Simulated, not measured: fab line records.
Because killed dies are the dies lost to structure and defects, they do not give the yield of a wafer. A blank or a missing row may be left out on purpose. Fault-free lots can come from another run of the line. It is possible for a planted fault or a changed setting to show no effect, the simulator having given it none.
A lot that was struck, set against a sound lot | flow n5_finfet | 24 steps out of a route of 1938
Sound: wafers L140.1, L140.4, L140.6. Wafers L145.2, L145.5, L145.6 were the ones struck. The cause is given at the end.
Each step with rows lists, per side, the tool, then ch with its chambers, then its first start. Under that, the readings that differ: sound wafers | struck wafers | difference of the means | sigmas: that difference in standard deviations of wafers without a fault.
alike: a reading whose means differ by less than 2 such deviations, as well as words and numbers matching on both sides. not compared: withheld readings; readings where some wafer has no value; bounds like >300 that might hide an equal value; numbers whose values overlap and for which the record gives no deviation.
The two part at a step that has a row with sigmas, a row that says differs or no value, or rows on one side only. Numbers that have no deviation but don't overlap get no sigmas and don't part them. A reading missing from all wafers of one side parts the sides only when that side holds two or more wafers.

first, 11 steps without rows for these wafers: N5_BEOL_M14_VIA_ETCH_16 (etches SiO2 in C4F8/O2/Ar, target depth 1231.3 nm); N5_BEOL_M14_STRIP_63 (strips in O2); N5_BEOL_M14_STRIP_64 (strips in O2); N5_BEOL_M14_STRIP_71 (strips in post etch residue remover, time 60 s); N5_BEOL_M14_SRD_72 (time 30 s, dry time 30 s); N5_BEOL_M14_COAT_65 (time 60 s, resist thk 450 nm); N5_BEOL_M14_COAT_66 (time 60 s, resist thk 110 nm); N5_BEOL_M14_COAT_22 (resist thk 300 nm); N5_BEOL_M14_EBR_24; N5_BEOL_M14_SOFTBAKE_23 (time 60 s); N5_BEOL_M14_EXPOSE_25 (exposes mask M14, target cd 280 nm).
N5_BEOL_M14_PEB_26: peb time 90 s.
  sound on litho_track-03 ch 0, day 12 06:41; struck on litho_track-03 ch 0, day 13 22:46
  reading                  | sound                | struck               | difference | sigmas
  heater_power_total_W (W) | 173.7 173.7 173.6    | 170.7 171.1 169.5    | -3.2       | -4
  plate_temp_C (C)         | 129.93 130.03 130.25 | 128.40 128.39 128.62 | -1.60      | -10
then, 2 steps without rows for these wafers: N5_BEOL_M14_DEVELOP_27 (develop time 45 s); N5_BEOL_M14_HARDBAKE_32 (time 120 s).
N5_BEOL_M14_CD_MEAS_28 targets a cd of 284.4 nm.
  sound on cd_sem-02 ch 0, day 12 06:48; struck on cd_sem-03 ch 0, day 13 22:53
  reading    | sound             | struck            | difference | sigmas
  cd_nm (nm) | 282.8 283.8 285.3 | 273.8 274.5 277.7 | -8.6       | -5
N5_BEOL_M14_DESCUM_33: chemistry O2, time 7.9 s.
  sound on rie_diel-02 ch 1,2, day 12 07:00; struck on rie_diel-02 ch 1,3, day 13 22:58
  reading                   | sound           | struck            | difference | sigmas
  model.BEOL_M14.cd_nm (nm) | 283 283.8 285.2 | 273.8 274.6 277.6 | -8.7       |
  alike: drypump_motor_current_A, oes_product_au, rf_vpp_V, showerhead_plenum_p_Torr, throttle_valve_pct
  not compared: rf_hours_counter_h
then, 6 steps without rows for these wafers: N5_BEOL_M14_ETCH_67 (etches SiARC in CF4, target depth 143 nm, time 238.3 s); N5_BEOL_M14_ETCH_68 (etches SOC in N2/H2, time 450 s); N5_BEOL_M14_STRIP_69 (strips in N2/H2); N5_BEOL_M14_TRENCH_ETCH_34 (etches SiO2 in C4F8/O2/Ar, target depth 556.65 nm, time 126.9 s); N5_BEOL_M14_STRIP_70 (strips in C4F8/O2/Ar); N5_BEOL_M14_STRIP_37 (strips in O2).
N5_BEOL_M14_ETCH_38: etches SiCN in CF4/N2, target depth 106.5 nm, time 120.6 s.
  sound: rie_diel-01 ch 2,3; struck: rie_diel-02 ch 0,1
  reading                         | sound             | struck            | difference | sigmas
  drypump_motor_current_A (A)     | 5.1 4.9 5.1       | 6.3 6.5 6.2       | +1.3       | +2
  rf_vpp_V (V)                    | 379.1 379.6 380.2 | 383.2 386.9 384.2 | +5.1       | +3
  showerhead_plenum_p_Torr (Torr) | 2.16 2.10 2.16    | 2.26 2.33 2.26    | +0.14      | +2
  model.BEOL_M14.cd_nm (nm)       | 277 278.6 279.4   | 268.4 269.2 272.2 | -8.4       |
  alike: n2_flow_sccm, oes_product_au, throttle_valve_pct
  not compared: rf_hours_counter_h
then, 1 step without rows for these wafers: N5_BEOL_M14_PRECLEAN_39 (cleans in residue remover, time 60 s).

== WHERE THEY PART ==
Last at N5_BEOL_M14_ETCH_38 as far as this record goes, first at N5_BEOL_M14_PEB_26.

WHY: what had been put in by the simulator
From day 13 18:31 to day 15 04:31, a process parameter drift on litho_track-03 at N5_BEOL_M14_PEB_26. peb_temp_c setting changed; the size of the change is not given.
